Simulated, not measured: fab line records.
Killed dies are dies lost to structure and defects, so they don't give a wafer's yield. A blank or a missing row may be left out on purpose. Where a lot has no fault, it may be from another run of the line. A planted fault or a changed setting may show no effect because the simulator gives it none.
The tool behind it: which one?    flow n5Finfet    33 wafers from 11 lots sampled at 4 of the route's 1938 steps

WHAT THE GAUGES READ, wafer by wafer
N5_BEOL_M7_RS_MEAS_57: uses a four-point probe to measure. Usual: M7_RS gives 0.287 ohm/sq (standard deviation 0.01).
lot   measured      on            M7_RS (ohm/sq)     flag
L462  day 9 14:22   filmMetro-01  0.285 0.279 0.289  
L464  day 9 21:41   filmMetro-01  0.295 0.295 0.295  
L465  day 10 08:35  filmMetro-01  0.287 0.292 0.291  
L466  day 10 18:41  filmMetro-01  0.281 0.273 0.286  
L470  day 11 18:14  filmMetro-01  0.303 0.291 0.305  
L476  day 13 11:43  filmMetro-02  0.276 0.279 0.284  
L478  day 13 13:48  filmMetro-01  0.275 0.290 0.303  
L479  day 14 03:52  filmMetro-02  0.273 0.289 0.293  
L482  day 14 09:05  filmMetro-02  0.307 0.291 0.314  
L483  day 15 17:05  filmMetro-02  0.280 0.279 0.287  
L484  day 16 11:58  filmMetro-02  0.290 0.294 0.285  

N5_BEOL_M8_CD_MEAS_11: the cd target is 38.5 nm. Usual: cdNm at 38.4 nm, with a standard deviation of 0.54.
lot   measured      on        cdNm (nm)       flag
L462  day 9 16:29   cdSem-02  38.4 39.2 39.0  
L464  day 9 22:55   cdSem-02  38.3 38.3 38.0  
L465  day 10 13:10  cdSem-03  38.9 39.1 39.3  
L466  day 10 23:05  cdSem-01  38.7 39.0 39.1  
L470  day 11 21:09  cdSem-03  37.7 37.8 38.5  
L476  day 13 13:36  cdSem-01  38.2 38.9 38.7  
L478  day 13 16:44  cdSem-01  40.0 38.7 39.0  
L479  day 14 06:04  cdSem-02  39.7 38.8 40.1  
L482  day 14 10:34  cdSem-01  38.4 38.4 37.7  
L483  day 15 18:55  cdSem-02  37.5 38.0 38.8  
L484  day 16 14:41  cdSem-02  37.7 38.8 38.3  

WHAT TOOL EACH LOT RAN ON (gives the tool, then ch and the chambers of the sampled wafers, and finally the start)
lot   N5_BEOL_M8_PECVD_70              N5_BEOL_M8_COAT_59
L462  pecvd-03 ch 0,2, day 9 15:02     lithoTrack-05 ch 0, day 9 16:07
L464  pecvd-03 ch 0,1,2, day 9 22:22   lithoTrack-02 ch 0, day 9 22:33
L465  pecvd-03 ch 1,2, day 10 09:42    lithoTrack-05 ch 0, day 10 12:48
L466  pecvd-03 ch 0,2, day 10 19:22    lithoTrack-02 ch 0, day 10 22:51
L470  pecvd-03 ch 0,1, day 11 18:55    lithoTrack-02 ch 0, day 11 20:47
L476  pecvd-04 ch 0,2, day 13 12:24    lithoTrack-02 ch 0, day 13 13:21
L478  pecvd-04 ch 0,2, day 13 14:29    lithoTrack-03 ch 0, day 13 16:22
L479  pecvd-03 ch 0,1,2, day 14 04:33  lithoTrack-03 ch 0, day 14 05:49
L482  pecvd-01 ch 1,2, day 14 09:47    lithoTrack-03 ch 0, day 14 10:19
L483  pecvd-01 ch 0,1,2, day 15 17:46  lithoTrack-05 ch 0, day 15 18:40
L484  pecvd-01 ch 0,1,2, day 16 12:38  lithoTrack-05 ch 0, day 16 14:19
- N5_BEOL_M8_PECVD_70: deposits SiO2 from TEOS/O2, target thk 20 nm, time 22.7 s.
- N5_BEOL_M8_COAT_59: time 60 s, resist thk 100 nm.

WHAT THE TOOLS THEMSELVES READ (means of the sampled wafers that have a number; where no wafer has one, the mark that the record gives instead)
N5_BEOL_M8_PECVD_70. Usual: heaterPowerW 728 W, standard deviation 65; rfFwdPowerW 444.6 W, standard deviation 2.1; showerheadPlenumPTorr 8.80 Torr, standard deviation 0.06; showerheadVppV 1332 V, standard deviation 45; throttleValvePct 22.1 %, standard deviation 2.1.
lot   tool      heaterPowerW (W)  rfFwdPowerW (W)  showerheadPlenumPTorr (Torr)  showerheadVppV (V)  throttleValvePct (%)  flag
L462  pecvd-03  749               443.8            8.78                          1329                21.7                  
L464  pecvd-03  712               445.8            8.82                          1335                22.5                  
L465  pecvd-03  688               445.8            8.81                          1334                22.4                  
L466  pecvd-03  779               444.5            8.81                          1324                21.6                  
L470  pecvd-03  669               447.1            8.89                          1341                23.3                  
L476  pecvd-04  794               443.0            8.71                          1278                23.1                  
L478  pecvd-04  744               442.9            8.75                          1303                25.5                  
L479  pecvd-03  659               446.0            8.83                          1331                22.5                  
L482  pecvd-01  725               444.8            8.80                          1349                19.9                  
L483  pecvd-01  773               445.2            8.82                          1324                21.6                  
L484  pecvd-01  744               445.5            8.84                          1320                21.6                  

N5_BEOL_M8_COAT_59. Usual: dispensePressureKPa 48.7 kPa, standard deviation 1.5; spinSpeedRpm 1500.0 rpm, standard deviation 0.86.
lot   tool           dispensePressureKPa (kPa)  spinSpeedRpm (rpm)  flag
L462  lithoTrack-05  50.1                       1500.5              
L464  lithoTrack-02  46.6                       1500.5              
L465  lithoTrack-05  50.1                       1500.4              
L466  lithoTrack-02  46.6                       1499.5              
L470  lithoTrack-02  46.6                       1704.0              OFF
L476  lithoTrack-02  46.6                       1704.0              OFF
L478  lithoTrack-03  49.5                       1500.2              
L479  lithoTrack-03  49.5                       1499.1              
L482  lithoTrack-03  49.5                       1500.3              
L483  lithoTrack-05  50.2                       1500.7              
L484  lithoTrack-05  50.2                       1499.1              

THE ANSWER, worked out from the rows above alone
Rule: a lot counts as off when the mean over its wafers that have a number is more than 3 standard deviations away from the usual mean. A lot without any number at a reading at which 4 lots or more have one is off too. Where the step has rows for the other lots, those lots are counted as sound. Order of review: gauges by route order, followed by the tools' own readings, for which a lot's mean as printed above is used. At the first step where some lot is off, the reading lying furthest off is the one used; lots without a number count as furthest.
Off, at N5_BEOL_M8_COAT_59 on spinSpeedRpm: L470, L476.
A tool fits if, at that step or a process step before it, it ran every lot that is off, and no sound lot after the first of them. One fits: lithoTrack-02 at N5_BEOL_M8_COAT_59. Its last sound lot is L466 (day 10 22:51), its first lot that is off L470 (day 11 20:47): a fault that began between those two fits.
The tool's own readings at N5_BEOL_M8_COAT_59 bear it out: on the lots that are off they differ by more than 5 times the standard deviation of the sound lots' means. spinSpeedRpm reads 1704.0 rpm there against 1500.0 rpm on the sound lots.

WHAT HAD BEEN PUT IN BY THE SIMULATOR
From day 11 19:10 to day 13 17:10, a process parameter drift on lithoTrack-02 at N5_BEOL_M8_COAT_59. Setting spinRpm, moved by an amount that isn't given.
Lots struck among those shown: L470, L476. Same finding as the rule above.
